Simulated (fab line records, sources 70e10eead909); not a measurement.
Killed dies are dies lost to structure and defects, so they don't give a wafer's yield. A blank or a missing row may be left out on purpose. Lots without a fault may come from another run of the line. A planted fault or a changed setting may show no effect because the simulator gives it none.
fab line records | flow nand_harc
record lots=11 wafers=33 last_day=24
route steps=1159 shown A_BLC@989 A_M0@1001
lots that met no fault: from a run of the same line without faults
start_h: hours from the record's first day to the start of the lot's first wafer shown | wait_h: hours since the lot's step before | " the same as in the row above | L1.1+2: a row that stands for several wafers | - no value, or no start given | * or withheld: withheld | < > ~ a bound
route shown NAME@n: a module of which the file shows steps, and the number in the route of the first | usual: mean/standard deviation of fault-free wafers | same: alike in all rows | chamber/n: place in a boat | sites: the reading at each site | _std_site: their standard deviation | _edge_site: outer sites' mean less inner sites' | radius_mm: how far each site lies from the wafer's centre | mask NAME#n: copy n | behind: the tool/chamber that last shaped the wafer | hold: why the lot was held/for how many hours/how that ended | device: the transistor (n, p or np) that didn't switch | end of line: the same wafers' tests at the end of the route | a step without rows: its recipe alone | killed: dies lost to structure and defects at the first sort, not the wafer's yield | map: a wafer's dies, x killed, . not, _ none there
set.NAME: the setting as run; set.NAME@STEP: as run at that earlier step | model.NAME: the simulator's own value behind a step, which no gauge read
steps of the route over a sample of lots; a table a step, a row a wafer
services: from which hour (start_h, from the record's first day; less than 0 if before it) a tool's chamber was out of use, for how many hours, and why
## steps
# step NHARC_A_BLC_CVD_24
# recipe target_thk_a=1500 temp_c=300 pressure_torr=40 wf6_flow_sccm=40 h2_flow_sccm=1600 ar_flow_sccm=1560 time_s=434 material=W
# usual heater_power_w=491/14 throttle_valve_pct=7.89/0.23
# columns lot.wafer tool chamber start_h wait_h heater_power_w throttle_valve_pct
L520.1 cvd_w-01 1 - - 505 8.32
L520.2 " 0 " " 476 7.58
L520.3 " 1 " " 504 8.62
L521.1 cvd_w-02 1 - - 503 7.45
L521.3 " 0 " " 475 7.66
L521.5 " 0 " " 487 7.72
L523.2 cvd_w-01 0 - - 481 7.90
L523.4 " 1 " " 510 8.53
L523.5 " 1 " " 504 8.48
L524.2 cvd_w-02 1 - - 498 7.99
L524.4 " 0 " " 477 7.78
L524.5 " 0 " " 476 7.68
L527.1 cvd_w-02 1 - - 516 7.89
L527.3 " 1 " " 502 7.93
L527.5 " 1 " " 510 7.89
L528.2 cvd_w-02 1 - - 507 7.86
L528.4 " 1 " " 488 7.71
L528.5 " 0 " " 478 7.74
L529.1 cvd_w-02 0 - - 494 7.77
L529.4 " 0 " " 478 7.65
L529.6 " 0 " " 480 7.90
L530.1 cvd_w-02 0 - - 468 7.82
L530.2 " 1 " " 512 8.05
L530.5 " 0 " " 480 7.75
L536.2 cvd_w-02 0 - - 472 7.82
L536.4 " 0 " " 473 8.01
L536.5 " 0 " " 468 7.63
L537.1 cvd_w-01 0 - - 496 7.66
L537.4 " 1 " " 508 8.27
L537.5 " 1 " " 487 8.14
L542.1 cvd_w-02 1 - - 515 7.95
L542.2 " 1 " " 492 7.66
L542.3 " 1 " " 507 7.75
# step NHARC_A_BLC_CMP_25
# recipe t_overpolish_s=30 target_thk_nm=150
# usual motor_current_A=12.1/1.1 overpolish_run_s=30.000/0.0096 time_to_endpoint_s=30.5/3
# same t_overpolish_s=30
# columns lot.wafer tool chamber start_h wait_h motor_current_A overpolish_run_s time_to_endpoint_s
L520.2 cmp-02 2 405.69 0.4 13.6 29.983 34.4
L520.3 " 3 " " 11.0 29.988 30.9
L520.1 " 0 " " 11.2 30.000 30.8
L521.1 cmp-04 1 406.30 0.4 12.2 29.997 34.7
L521.3 " 3 " " 12.6 30.004 28.1
L521.5 " 2 " " 14.2 30.001 31.2
L523.4 cmp-04 2 415.76 0.3 14.0 29.988 32.0
L523.2 " 1 " " 12.2 29.989 34.1
L523.5 " 2 " " 14.2 30.012 32.5
L524.2 cmp-04 1 421.75 0.4 11.9 30.005 29.4
L524.4 " 3 " " 11.8 30.003 28.9
L524.5 " 0 " " 11.2 29.994 30.6
L527.3 cmp-01 0 440.66 0.4 11.5 29.987 29.5
L527.1 " 1 " " 11.9 30.002 33.0
L527.5 " 2 " " 11.1 29.994 28.0
L528.2 cmp-02 1 448.14 0.4 11.2 30.009 33.2
L528.4 " 3 " " 11.6 30.006 30.3
L528.5 " 0 " " 11.2 30.014 29.2
L529.4 cmp-01 3 448.54 0.3 12.6 29.988 27.0
L529.1 " 1 " " 11.9 30.011 37.2
L529.6 " 3 " " 12.9 29.990 27.7
L530.1 cmp-01 3 456.25 0.5 13.1 29.995 27.5
L530.2 " 0 " " 11.9 29.993 31.9
L530.5 " 2 " " 11.2 29.992 29.2
L536.2 cmp-01 2 493.31 0.4 11.3 29.984 27.4
L536.4 " 3 " " 13.1 30.001 28.9
L536.5 " 2 " " 11.6 29.990 27.5
L537.1 cmp-02 3 497.75 0.4 11.2 30.002 30.5
L537.4 " 0 " " 10.9 29.989 31.1
L537.5 " 1 " " 11.1 30.000 33.7
L542.2 cmp-04 2 520.99 0.7 13.2 29.985 26.9
L542.1 " 3 " " 12.2 29.997 25.4
L542.3 " 0 " " 11.1 30.020 27.2
# step NHARC_A_M0_EXPOSE_06
# recipe na=1.35 target_cd_nm=80 dose_mj=83.25 mask_id=A_M0
# usual exposure_dose_mJ_cm2=83.24/0.082 reticle_temp_C=23.02/0.11 stage_vel_mm_s=499.96/0.25
# columns lot.wafer tool chamber start_h wait_h mask exposure_dose_mJ_cm2 reticle_temp_C stage_vel_mm_s
L520.1 arfi_scanner-01 0 406.86 - A_M0#0 83.27 22.97 499.94
L520.2 " 0 " " A_M0#0 83.30 23.11 499.94
L520.3 " 0 " " A_M0#0 83.21 23.00 499.68
L521.1 arfi_scanner-02 0 407.50 - A_M0#0 83.21 23.04 500.18
L521.3 " 0 " " A_M0#0 83.30 23.01 500.00
L521.5 " 0 " " A_M0#0 83.22 23.18 499.93
L523.2 arfi_scanner-02 0 416.81 - A_M0#0 83.29 23.08 499.73
L523.4 " 0 " " A_M0#0 83.30 23.16 499.85
L523.5 " 0 " " A_M0#0 83.33 23.08 500.05
L524.2 arfi_scanner-01 0 422.77 - A_M0#0 83.35 23.15 500.01
L524.4 " 0 " " A_M0#0 83.30 23.09 500.15
L524.5 " 0 " " A_M0#0 83.23 23.14 500.11
L527.1 arfi_scanner-02 0 441.78 - A_M0#0 83.34 23.03 499.61
L527.3 " 0 " " A_M0#0 83.23 22.97 499.91
L527.5 " 0 " " A_M0#0 83.35 22.89 499.87
L528.2 arfi_scanner-03 0 449.28 - A_M0#0 83.33 22.90 499.46
L528.4 " 0 " " A_M0#0 83.24 23.03 499.73
L528.5 " 0 " " A_M0#0 83.07 22.86 500.06
L529.1 arfi_scanner-02 0 449.71 - A_M0#0 83.22 22.63 500.13
L529.4 " 0 " " A_M0#0 83.28 22.93 500.06
L529.6 " 0 " " A_M0#0 83.20 22.81 500.47
L530.1 arfi_scanner-03 0 457.37 - A_M0#0 83.26 23.08 499.90
L530.2 " 0 " " A_M0#0 83.24 23.12 500.48
L530.5 " 0 " " A_M0#0 83.22 23.17 500.43
L536.2 arfi_scanner-02 0 494.45 - A_M0#0 77.66 23.01 500.06
L536.4 " 0 " " A_M0#0 77.66 22.89 499.96
L536.5 " 0 " " A_M0#0 77.73 22.86 499.75
L537.1 arfi_scanner-02 0 498.76 - A_M0#0 78.83 23.03 499.80
L537.4 " 0 " " A_M0#0 78.71 22.86 499.87
L537.5 " 0 " " A_M0#0 78.78 23.09 499.87
L542.1 arfi_scanner-03 0 522.03 - A_M0#0 83.15 23.03 499.71
L542.2 " 0 " " A_M0#0 83.12 23.13 499.59
L542.3 " 0 " " A_M0#0 83.10 23.11 499.73
# step NHARC_A_M0_CD_MEAS_09
# recipe target_cd_nm=80 landing_energy_ev=500
# usual cd_nm=80.1/0.58
# columns lot.wafer tool chamber start_h wait_h cd_nm
L520.1 cd_sem-03 0 407.00 - 81.5
L520.2 " 0 " " 81.5
L520.3 " 0 " " 81.2
L521.1 cd_sem-03 0 407.64 - 80.6
L521.3 " 0 " " 79.3
L521.5 " 0 " " 80.5
L523.2 cd_sem-03 0 416.95 - 79.5
L523.4 " 0 " " 80.1
L523.5 " 0 " " 79.5
L524.2 cd_sem-03 0 422.90 - 79.5
L524.4 " 0 " " 79.7
L524.5 " 0 " " 79.5
L527.1 cd_sem-01 0 441.92 - 80.3
L527.3 " 0 " " 80.3
L527.5 " 0 " " 79.4
L528.2 cd_sem-02 0 449.41 - 80.8
L528.4 " 0 " " 80.2
L528.5 " 0 " " 80.6
L529.1 cd_sem-01 0 449.85 - 80.3
L529.4 " 0 " " 80.0
L529.6 " 0 " " 79.3
L530.1 cd_sem-03 0 457.51 - 79.7
L530.2 " 0 " " 80.0
L530.5 " 0 " " 80.4
L536.2 cd_sem-03 0 494.59 - 75.7
L536.4 " 0 " " 76.1
L536.5 " 0 " " 75.5
L537.1 cd_sem-01 0 498.90 - 76.4
L537.4 " 0 " " 76.6
L537.5 " 0 " " 76.6
L542.1 cd_sem-02 0 522.17 - 79.7
L542.2 " 0 " " 80.5
L542.3 " 0 " " 79.9
# step NHARC_A_M0_CMP_23
# recipe t_overpolish_s=20 target_thk_nm=113.75
# usual motor_current_A=12.3/1.2 time_to_endpoint_s=28.9/2.5
# same t_overpolish_s=20
# columns lot.wafer tool chamber start_h wait_h motor_current_A time_to_endpoint_s
L520.3 cmp-04 0 409.20 - 10.9 29.6
L520.1 " 1 " " 12.0 32.8
L520.2 " 2 " " 14.4 30.2
L521.3 cmp-04 2 409.85 - 14.2 34.8
L521.1 " 3 " " 11.7 32.4
L521.5 " 3 " " 12.0 29.7
L523.2 cmp-04 0 419.13 - 10.5 29.3
L523.4 " 1 " " 11.9 29.3
L523.5 " 1 " " 12.0 33.5
L524.4 cmp-03 2 425.20 - 12.5 32.5
L524.2 " 0 " " 13.0 29.2
L524.5 " 1 " " 11.6 30.2
L527.1 cmp-02 3 444.17 - 10.8 27.5
L527.3 " 1 " " 11.2 31.2
L527.5 " 3 " " 11.7 27.0
L528.2 cmp-04 3 451.69 - 12.4 26.2
L528.4 " 0 " " 11.0 30.9
L528.5 " 1 " " 12.4 32.2
L529.4 cmp-02 0 452.08 - 12.1 24.3
L529.1 " 1 " " 11.1 30.7
L529.6 " 0 " " 11.6 26.4
L530.2 cmp-02 1 459.72 - 11.1 32.6
L530.1 " 2 " " 14.3 29.4
L530.5 " 2 " " 14.2 27.8
L536.4 cmp-02 0 496.82 - 12.1 27.1
L536.2 " 2 " " 14.8 30.9
L536.5 " 3 " " 10.9 27.8
L537.1 cmp-04 3 501.35 - 12.2 28.2
L537.4 " 0 " " 11.1 29.2
L537.5 " 2 " " 14.3 27.7
L542.1 cmp-04 1 524.47 - 12.1 29.1
L542.3 " 2 " " 14.1 26.2
L542.2 " 3 " " 11.6 27.9
## services
# columns tool chamber start_h hours kind
cmp-02 - 394.89 0.8 repair
cmp-03 - 398.86 11.7 repair
cmp-04 - 399.17 4.0 pm
cmp-04 - 403.17 - consumable_replace:conditioner
cmp-04 - 403.17 - consumable_replace:pad
cmp-02 - 422.63 4.0 pm
arfi_scanner-02 - 428.00 4.0 pm
cmp-04 - 431.47 1.5 repair
arfi_scanner-01 - 435.87 1.3 repair
cmp-03 - 450.18 4.0 pm
cmp-02 - 464.07 1.8 repair
cvd_w-01 - 473.54 13.0 pm
cmp-01 - 473.74 4.0 pm
cmp-03 - 476.97 2.1 repair
cmp-02 - 477.84 1.7 repair
arfi_scanner-03 - 484.00 4.0 pm
cmp-04 - 497.17 4.0 pm
cmp-04 - 501.17 - consumable_replace:conditioner
cmp-04 - 501.17 - consumable_replace:pad
arfi_scanner-02 - 502.55 3.1 repair
cmp-02 - 511.81 2.4 repair
cvd_w-02 0 516.70 6.0 repair
cmp-03 - 517.21 2.7 repair
cmp-02 - 520.63 4.0 pm
## key
first_sign step=NHARC_A_M0_EXPOSE_06 reading=exposure_dose_mJ_cm2 direction=down sigmas=61 usual=83.24 struck=78.23
effect step=NHARC_A_M0_CD_MEAS_09 reading=cd_nm direction=down sigmas=6.9 usual=80.1 struck=76.2 through=control_loop
met_at NHARC_A_M0_EXPOSE_06
struck_lots L536,L537
loop_trim step=NHARC_A_M0_EXPOSE_06 setting=dose lots=L537
not_acting_at NHARC_A_BLC_CVD_24,NHARC_A_BLC_CMP_25,NHARC_A_M0_CMP_23
onset_between 449.71 494.45
fault kind=process_parameter_drift tool=arfi_scanner-02 chamber=- onset_h=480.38 steps=NHARC_A_M0_EXPOSE_06 channel=dose_mj offset=-5.5967 shape=step acts_in=these_recipes_only stated=83.25
# loop_trim: a control loop set the setting to another value than it would have without faults
